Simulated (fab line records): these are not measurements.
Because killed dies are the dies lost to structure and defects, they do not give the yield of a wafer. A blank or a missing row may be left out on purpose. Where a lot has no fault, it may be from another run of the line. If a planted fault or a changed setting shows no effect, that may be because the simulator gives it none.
Matching of chambers :: flow n5 finfet :: N5_PASSIVATION_ETCH_54 on rie diel-06 has 4 sister chambers
The step etches SiO2 in CHF3/O2, target depth 880 nm, time 440 s. 4 wafers are shown with their chamber, then 11 later ones without.

WAFERS, EACH WITH ITS CHAMBER
wafer: L081.2
chamber: 2
rf vpp V (V): 529

wafer: L087.1
chamber: 3
rf vpp V (V): 504

wafer: L087.5
chamber: 0
rf vpp V (V): 558

wafer: L090.3
chamber: 1
rf vpp V (V): 514

WAFERS MISSING THEIR CHAMBER
wafer: L090.5
rf vpp V (V): 517

wafer: L090.6
rf vpp V (V): 558

wafer: L091.1
rf vpp V (V): 514

wafer: L091.2
rf vpp V (V): 557

wafer: L091.6
rf vpp V (V): 556

wafer: L093.2
rf vpp V (V): 515

wafer: L093.4
rf vpp V (V): 502

wafer: L093.5
rf vpp V (V): 558

wafer: L094.1
rf vpp V (V): 502

wafer: L094.2
rf vpp V (V): 527

wafer: L094.4
rf vpp V (V): 558

WHICH CHAMBER EACH ONE RAN IN
wafer: L090.5
from the rows above: 1
in truth: 1

wafer: L090.6
from the rows above: 0
in truth: 0

wafer: L091.1
from the rows above: 1
in truth: 1

wafer: L091.2
from the rows above: 0
in truth: 0

wafer: L091.6
from the rows above: 0
in truth: 0

wafer: L093.2
from the rows above: 1
in truth: 1

wafer: L093.4
from the rows above: 3
in truth: 3

wafer: L093.5
from the rows above: 0
in truth: 0

wafer: L094.1
from the rows above: 3
in truth: 3

wafer: L094.2
from the rows above: 2
in truth: 2

wafer: L094.4
from the rows above: 0
in truth: 0
Placed correctly: 11 of 11. Number that these rows cannot place: 0. Wrongly placed: 0.
How it was worked out, from the rows above alone: a wafer's distance from a chamber is the root of the sum, over the readings, of the square of ((its reading less the chamber's mean) divided by the reading's scatter). If the next closest chamber is less than 2 further off than the closest, the wafer can't be placed; otherwise it belongs to the closest. A chamber's mean is the mean of its shown wafers. The scatter: root of mean squared gap, hidden wafer to nearest shown wafer, with one shown wafer a chamber.
